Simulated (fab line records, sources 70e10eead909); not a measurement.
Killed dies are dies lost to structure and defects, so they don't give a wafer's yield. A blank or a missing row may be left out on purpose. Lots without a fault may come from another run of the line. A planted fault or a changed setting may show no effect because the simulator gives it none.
A struck lot beside a sound one | flow nand_harc | 14 steps out of a route of 1159
Sound: wafers L411.1, L411.5, L411.6. Struck: wafer L400.1. (L400.2 of the same lot was not struck and is left out.) The cause comes at the end.
At each step with rows: each side's tool, then ch and its chambers, then its first start. Under that, the readings that differ: sound wafers | struck wafers | difference of the means | sigmas: that difference in standard deviations of wafers without a fault.
alike: readings whose means differ by less than 2 such deviations, and words and numbers that are the same on both sides. not compared: withheld readings, readings that some wafer has no value for, bounds like >300 that may hide the same value, and numbers for which the record gives no deviation and whose values overlap.
The two part at a step that has a row with sigmas, a row that says differs or no value, or rows on one side only. Numbers that don't overlap but have no deviation are shown without sigmas and don't part them. A reading that every wafer of one side lacks parts them only if that side has two wafers or more.

NHARC_P_GATE_RTA_82: time 30 s.
  sound on rtp_anneal-01 ch 0, day 9 10:42; struck on rtp_anneal-01 ch 0, day 6 21:41
  alike: lamp_power_pct, wafer_temp_C_max
NHARC_P_GATE_INSPECT_68:
  sound on defect_inspect-02, day 9 10:54; struck on defect_inspect-01, day 6 21:53
  alike: raw_defect_count
NHARC_P_CONTACT_DEP_30: deposits SiNx, target thk 30 nm.
  sound on pecvd-03 ch 0,2, day 9 11:15; struck on pecvd-03 ch 1, day 6 21:57
  alike: heater_power_w
NHARC_P_CONTACT_DEP_00: deposits SiO2, target thk 500 nm.
  sound on pecvd-03 ch 0,2; struck on pecvd-03 ch 1
  alike: chamber_pressure_Torr, heater_power_w, throttle_valve_pct
NHARC_P_CONTACT_CMP_01: polishes SiO2, target thk 200 nm.
  sound on cmp-01 ch 0,1,2, day 9 11:56; struck on cmp-03 ch 2, day 6 22:40
  alike: motor_current_A
then, 6 steps without rows for these wafers: NHARC_P_CONTACT_SRD_03; NHARC_P_CONTACT_DEHYDRATE_04 (time 120 s); NHARC_P_CONTACT_HMDS_05 (time 30 s); NHARC_P_CONTACT_COAT_33 (time 75 s); NHARC_P_CONTACT_COAT_34 (time 65 s); NHARC_P_CONTACT_COAT_06 (resist thk 90 nm).
NHARC_P_CONTACT_SOFTBAKE_07: time 55 s.
  sound on litho_track-04 ch 0, day 9 12:00; struck on litho_track-01 ch 0, day 6 23:00
  reading                  | sound                | struck | difference | sigmas
  heater_power_total_W (W) | 188.74 188.36 188.54 | 222.42 | +33.87     | +99 or more
then, 2 steps without rows for these wafers: NHARC_P_CONTACT_EBR_08; NHARC_END_SORT_01.

WHERE THEY PART
Only at NHARC_P_CONTACT_SOFTBAKE_07, within this record.

WHY: what the simulator had put in
Process parameter drift: litho_track-01, from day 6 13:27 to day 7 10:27, at NHARC_P_CONTACT_SOFTBAKE_07. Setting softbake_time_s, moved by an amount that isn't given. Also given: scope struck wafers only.
